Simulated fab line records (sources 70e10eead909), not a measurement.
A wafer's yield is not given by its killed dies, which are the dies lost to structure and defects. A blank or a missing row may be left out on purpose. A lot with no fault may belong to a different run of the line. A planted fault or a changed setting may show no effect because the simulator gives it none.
What tool caused it? || flow nand harc || 21 wafers from 7 lots sampled at 4 of the route's 1159 steps

WHAT THE GAUGES READ, wafer by wafer
NHARC_A_BONDPAD_CD_MEAS_09 targets a cd of 500 nm.
{"lot": "L940", "measured": "day 19 06:03", "on": "cd sem-03", "cd nm (nm)": "500.8 499.7 500.2"}
{"lot": "L941", "measured": "day 19 09:02", "on": "cd sem-03", "cd nm (nm)": "500.7 500.7 499.3"}
{"lot": "L945", "measured": "day 20 12:36", "on": "cd sem-03", "cd nm (nm)": "499.0 499.8 496.6"}
{"lot": "L949", "measured": "day 21 16:22", "on": "cd sem-03", "cd nm (nm)": "500.4 501.7 501.6"}
{"lot": "L948", "measured": "day 22 06:12", "on": "cd sem-02", "cd nm (nm)": "499.0 499.5 501.2"}
{"lot": "L955", "measured": "day 22 20:03", "on": "cd sem-01", "cd nm (nm)": "501.3 498.6 500.1"}
{"lot": "L956", "measured": "day 23 01:54", "on": "cd sem-01", "cd nm (nm)": "501.6 498.9 497.9"}

TOOL THAT RAN EACH LOT (tool first, then ch and the chambers of the sampled wafers, then the start)
{"lot": "L940", "NHARC_A_M1_ETCH_35": "rie diel-10 ch 0,2,3, day 19 01:19", "NHARC_A_M1_ANNEAL_31": "rtp anneal-01 ch 0, day 19 03:26", "NHARC_A_BONDPAD_DEP_00": "pecvd-02 ch 0,1,2, day 19 05:05"}
{"lot": "L941", "NHARC_A_M1_ETCH_35": "rie diel-12 ch 0,1,3, day 19 04:31", "NHARC_A_M1_ANNEAL_31": "rtp anneal-01 ch 0, day 19 06:11", "NHARC_A_BONDPAD_DEP_00": "pecvd-02 ch 0,1,2, day 19 07:47"}
{"lot": "L945", "NHARC_A_M1_ETCH_35": "rie diel-03 ch 0,1,3, day 20 08:10", "NHARC_A_M1_ANNEAL_31": "rtp anneal-01 ch 0, day 20 09:56", "NHARC_A_BONDPAD_DEP_00": "pecvd-03 ch 0,2, day 20 11:26"}
{"lot": "L949", "NHARC_A_M1_ETCH_35": "rie diel-12 ch 0,1,3, day 21 11:52", "NHARC_A_M1_ANNEAL_31": "rtp anneal-02 ch 0, day 21 13:37", "NHARC_A_BONDPAD_DEP_00": "pecvd-02 ch 0,1, day 21 15:05"}
{"lot": "L948", "NHARC_A_M1_ETCH_35": "rie diel-10 ch 0,2, day 22 01:46", "NHARC_A_M1_ANNEAL_31": "rtp anneal-02 ch 0, day 22 03:26", "NHARC_A_BONDPAD_DEP_00": "pecvd-02 ch 0,2, day 22 05:04"}
{"lot": "L955", "NHARC_A_M1_ETCH_35": "rie diel-03 ch 0,2,3, day 22 15:29", "NHARC_A_M1_ANNEAL_31": "rtp anneal-02 ch 0, day 22 17:17", "NHARC_A_BONDPAD_DEP_00": "pecvd-03 ch 0,1,2, day 22 18:49"}
{"lot": "L956", "NHARC_A_M1_ETCH_35": "rie diel-03 ch 1,3, day 22 21:25", "NHARC_A_M1_ANNEAL_31": "rtp anneal-02 ch 0, day 22 23:07", "NHARC_A_BONDPAD_DEP_00": "pecvd-02 ch 0,1,2, day 23 00:41"}
- NHARC_A_M1_ETCH_35: etches the open film in N2/H2, target depth 40 nm, overetch 12 nm, time 43.94 s.
- NHARC_A_M1_ANNEAL_31: time 90 s.
- NHARC_A_BONDPAD_DEP_00: deposits SiCN, target thk 250 nm.

THE ANSWER, worked out from the rows above alone
Rule: what is usual is taken from the lots themselves. Put in order of their means at a reading, lots are off if they are a third of the lots or fewer, leave a main group of 4 or more, and stand apart from it by a gap of 3 or more times the standard deviation of the main group's means; of several such gaps the widest counts. A main group whose means are all the same, to the digits that the tables above print for the reading, isn't used. A lot without any number at a reading at which 4 lots or more have one is off too. Where the step has rows for the other lots, those lots are counted as sound.
Nothing can be told from this: no lot is off at any reading shown.

WHAT THE SIMULATOR PUT IN
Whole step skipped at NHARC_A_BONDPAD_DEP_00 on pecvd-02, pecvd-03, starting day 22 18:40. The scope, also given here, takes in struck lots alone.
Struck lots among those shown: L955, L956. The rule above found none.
